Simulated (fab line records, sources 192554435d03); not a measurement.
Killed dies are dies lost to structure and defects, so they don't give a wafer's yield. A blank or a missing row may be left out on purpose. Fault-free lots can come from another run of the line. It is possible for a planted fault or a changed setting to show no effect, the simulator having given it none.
Struck lot and sound lot, side by side    flow n5_finfet    37 steps out of a route of 1938
Sound: wafers L813.1, L813.3, L813.4. Struck: wafer L804.4 (left out: L804.1, L804.3 of the same lot, which were not struck); the cause appears at the end.
Each step with rows lists, per side, the tool, then ch with its chambers, then its first start. Under that, the readings that differ: sound wafers    struck wafers    difference of the means    sigmas: that difference in standard deviations of wafers without a fault.
alike: same words and numbers on both sides, and readings whose means sit less than 2 such deviations apart. not compared: any withheld reading, any reading some wafer has no value for, any bound like >300 that may hide the same value, and any number with overlapping values for which the record gives no deviation.
Wherever a step has rows on one side only, a row that says differs or no value, or a row with sigmas, the two part there. Numbers that don't overlap but have no deviation are shown without sigmas and don't part them. Lack of a reading on every wafer of one side parts them only where that side has two or more wafers.

first, 9 steps without rows for these wafers: N5_BEOL_M6_ALD_77 (deposits TaN, target thk 2 nm, pulse time 2 s, purge time 3 s); N5_BEOL_M6_SURFACE_TREAT_79; N5_BEOL_M6_CVD_78 (deposits Co from CCTBA/H2, target thk 2 nm, time 142.3 s); N5_BEOL_M6_SPUTTER_48 (material Cu, target thk 10 nm, time 1.667 s); N5_BEOL_M6_ECD_50 (material Cu, target thk 300 nm); N5_BEOL_M6_ANNEAL_51 (time 90 s); N5_BEOL_M6_CMP_52 (polishes, stops on SiCOH lowk, t overpolish 6.9 s, target thk 80 nm); N5_BEOL_M6_PRE_CLEAN_55 (time 15 s); N5_BEOL_M6_DEP_56 (deposits SiCN from 3MS/NH3, target thk 10 nm, time 17.5 s).
N5_BEOL_M7_ILD_DEP_00: deposits SiCOH lowk from DEMS/porogen, target thk 179.75 nm, time 33.4 s.
  sound on pecvd-02 ch 0,2, day 13 18:29; struck on pecvd-02 ch 2, day 11 01:03
reading                                             sound                 struck  difference  sigmas
susceptor_temp_C (C)                                300.16 300.10 299.80  278.45  -21.57      -99 or more
model.SiCOH_lowk_of_BEOL_M7_ILD_DEP_00.thk_nm (nm)  180.2 176.2 182.4     209.4   +29.8       
  alike: heater_power_w, showerhead_plenum_p_Torr, showerhead_vpp_V, throttle_valve_pct
then, 1 step without rows for these wafers: N5_BEOL_M7_CURE_74 (cures SiCOH lowk, time 240 s).
N5_BEOL_M7_THK_MEAS_01:
  struck on film_metro-01, day 11 01:38; sound on film_metro-01, day 13 19:04
reading          sound              struck  difference  sigmas
M7_ILD_THK (nm)  155.2 151.9 157.4  180.8   +26.0       +13
then, 23 steps without rows for these wafers: N5_BEOL_M7_PECVD_70 (deposits SiO2 from TEOS/O2, target thk 20 nm, time 22.7 s); N5_BEOL_M7_HM_DEP_02 (deposits TiN, target thk 20 nm); N5_BEOL_M7_COAT_59 (time 60 s, resist thk 100 nm); N5_BEOL_M7_COAT_60 (time 60 s, resist thk 35 nm); N5_BEOL_M7_COAT_05 (resist thk 90 nm); N5_BEOL_M7_EBR_07; N5_BEOL_M7_SOFTBAKE_06 (time 60 s); N5_BEOL_M7_EXPOSE_08 (exposes mask M7); N5_BEOL_M7_PEB_09 (peb time 60 s); N5_BEOL_M7_DEVELOP_10 (develop time 30 s); N5_BEOL_M7_DESCUM_16 (chemistry O2, time 7.9 s); N5_BEOL_M7_ETCH_61 (etches SiARC in CF4, target depth 45.5 nm, time 75.8 s); N5_BEOL_M7_ETCH_62 (etches SOC in N2/H2, target depth 110 nm, overetch 22 nm, time 165 s); N5_BEOL_M7_STRIP_68 (strips in N2/H2); N5_BEOL_M7_STRIP_67 (strips in CF4); N5_BEOL_M7_HM_OPEN_17 (chemistry Cl2/BCl3, target TiN, target depth 20 nm, overetch 6 nm); N5_BEOL_M7_STRIP_19 (strips in O2); N5_BEOL_M7_COAT_63 (time 60 s, resist thk 60 nm); N5_BEOL_M7_COAT_64 (time 60 s, resist thk 12 nm); N5_BEOL_M7_COAT_71 (time 60 s, resist thk 5 nm); N5_BEOL_M7_COAT_22 (resist thk 30 nm); N5_BEOL_M7_EBR_24; N5_BEOL_M7_SOFTBAKE_23 (time 60 s).
N5_BEOL_M7_CMP_52: polishes, stops on SiCOH lowk, t overpolish 6.9 s, target thk 80 nm.
  sound on cmp-01 ch 0,2,3, day 14 00:32; struck on cmp-03 ch 2, day 11 09:08
reading                                             sound              struck  difference  sigmas
model.SiCOH_lowk_of_BEOL_M7_ILD_DEP_00.thk_nm (nm)  152.4 148.8 154.4  177.8   +25.9       
  alike: motor_current_A
-- record jumps: 3 days separate the struck wafers' starts on either side; left off in module BEOL_M7, taken up again in module PASSIVATION, whose first shown step is the route's number 1936 --
N5_PASSIVATION_PROBE_49:
  struck on prober-01, day 14 16:56; sound on prober-01, day 17 00:00
reading                sound        struck  difference  sigmas
sort_bin_6_memory (%)  2.5 2.6 2.3  4.7     +2.2        +3
  alike: defect_limited_yield, killed_at_M0_to_M3, killed_at_M4_up, killed_at_contacts, killed_at_front_end, killed_at_other, killed_dies, killed_on_rim, killed_open, killed_short, sort_bin_5_function, sort_n_pass, sort_yield_pct

WHERE THEY PART
Last at N5_PASSIVATION_PROBE_49 as far as this record goes, first at N5_BEOL_M7_ILD_DEP_00.

WHY: what had been put in by the simulator
pecvd-02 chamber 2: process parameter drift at N5_BEOL_M7_ILD_DEP_00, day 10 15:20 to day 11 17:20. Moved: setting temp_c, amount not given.
